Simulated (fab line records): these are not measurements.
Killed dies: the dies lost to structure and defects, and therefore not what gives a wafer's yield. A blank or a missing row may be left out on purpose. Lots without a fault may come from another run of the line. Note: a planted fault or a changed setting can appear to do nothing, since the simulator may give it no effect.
A lot that was struck, set against a sound lot    flow n5_finfet    19 out of 1938 route steps
Sound: these wafers, L760.2, L760.3, L760.5. Wafers struck: L770.3, L770.5, L770.6. Last of all comes the cause.
Per side, at each step with rows, come the tool, then ch with its chambers, and then its first start. Under that, the readings that differ: sound wafers    struck wafers    difference of the means    sigmas: that difference in standard deviations of wafers without a fault.
alike: words and numbers the same on both sides, and readings whose means are apart by under 2 such deviations; not compared: readings that were withheld, readings missing a value for some wafer, numbers with overlapping values and no deviation given by the record, and bounds like >300 which may hide the same value.
A row with sigmas, a row that says differs or no value, or rows on one side alone: a step with any of these is where the two part. Non-overlapping numbers with no deviation appear without sigmas and do not part them. A reading missing from all wafers of one side parts the sides only when that side holds two or more wafers.

first, 1 step without rows for these wafers: N5_MIM_TOP_LITHO_HARDBAKE_09 (time 120 s).
N5_MIM_TOP_LITHO_CD_MEAS_08: target cd 2000 nm.
  sound on cd_sem-01 ch 0, day 13 21:07; struck on cd_sem-02 ch 0, day 17 13:25
  alike: cd_nm
N5_MIM_TOP_LITHO_OVL_MEAS_11:
  sound on overlay-01 ch 0, day 13 21:08; struck on overlay-02 ch 0, day 17 13:26
  alike: MIM_TOP_OVL
N5_MIM_TOP_LITHO_INSPECT_12: inspects for defects (macro).
  sound: defect_inspect-02 at day 13 21:10; struck: defect_inspect-02 at day 17 13:28
  alike: raw_defect_count
N5_MIM_TOP_LITHO_DESCUM_10: chemistry O2, time 7.9 s.
  sound on rie_diel-05 ch 0,2,3, day 13 21:12; struck on rie_diel-05 ch 0,1,2, day 17 13:29
  alike: bias_power_w, chamber_pressure_mTorr, drypump_motor_current_A, oes_product_au, rf_vpp_V, showerhead_plenum_p_Torr, throttle_valve_pct
  not compared: rf_hours_counter_h
N5_MIM_TOP_ETCH_ETCH_00: etches TiN in Cl2/BCl3, target depth 38.5 nm.
  sound on rie_metal-02 ch 0,1, day 13 21:17; struck on rie_metal-01 ch 0,1, day 17 13:37
  alike: chamber_pressure_mTorr, drypump_motor_current_A, oes_product_au, throttle_valve_pct
  not compared: rf_hours_counter_h
N5_MIM_TOP_ETCH_STRIP_01: strips in O2.
  sound on rie_diel-03 ch 0,2,3, day 13 21:26; struck on rie_diel-02 ch 0,3, day 17 13:47
  alike: chamber_pressure_mTorr, drypump_motor_current_A, oes_product_au, rf_vpp_V, showerhead_plenum_p_Torr, throttle_valve_pct
  not compared: rf_hours_counter_h
N5_MIM_TOP_ETCH_PECVD_03: deposits SiNx from SiH4/NH3/N2, target thk 20 nm, time 17.6 s.
  sound on pecvd-01 ch 0,2, day 13 21:30; struck on pecvd-01 ch 0,2, day 17 13:50
  alike: heater_power_w, showerhead_plenum_p_Torr, throttle_valve_pct
then, 4 steps without rows for these wafers: N5_MIM_BOT_LITHO_HMDS_01 (time 60 s); N5_MIM_BOT_LITHO_COAT_02; N5_MIM_BOT_LITHO_EBR_04; N5_MIM_BOT_LITHO_SOFTBAKE_03 (time 90 s).
N5_MIM_BOT_LITHO_EXPOSE_05: exposes mask MIM BOT.
  sound on krf_scanner-02 ch 0, day 13 21:41; struck on krf_scanner-01 ch 0, day 17 14:02
reading                                sound           struck             difference  sigmas
model.MIM_BOT_LITHO.overlay_x_nm (nm)  -1.8 -1.8 -1.8  552.4 552.4 552.4  +554.2      
  alike: mask
then, 3 steps without rows for these wafers: N5_MIM_BOT_LITHO_PEB_06; N5_MIM_BOT_LITHO_DEVELOP_07 (develop time 60 s); N5_MIM_BOT_LITHO_HARDBAKE_09 (time 120 s).
N5_MIM_BOT_LITHO_CD_MEAS_08: target cd 3000 nm.
  sound on cd_sem-03 ch 0, day 13 21:52; struck on cd_sem-02 ch 0, day 17 14:12
  alike: cd_nm
N5_MIM_BOT_LITHO_OVL_MEAS_11:
  sound on overlay-02 ch 0, day 13 21:53; struck on overlay-01 ch 0, day 17 14:14
reading           sound     struck       difference  sigmas
MIM_BOT_OVL (nm)  -3 -11 1  556 559 559  +562        +97
N5_MIM_BOT_LITHO_INSPECT_12: inspects for defects (macro).
  sound: defect_inspect-02 at day 13 21:55; struck: defect_inspect-02 at day 17 14:15
  alike: raw_defect_count

WHERE THEY PART
N5_MIM_BOT_LITHO_OVL_MEAS_11 only, going by this record. Later steps at which nothing parts them and some readings are alike: N5_MIM_BOT_LITHO_INSPECT_12.

WHY: what the simulator had put in
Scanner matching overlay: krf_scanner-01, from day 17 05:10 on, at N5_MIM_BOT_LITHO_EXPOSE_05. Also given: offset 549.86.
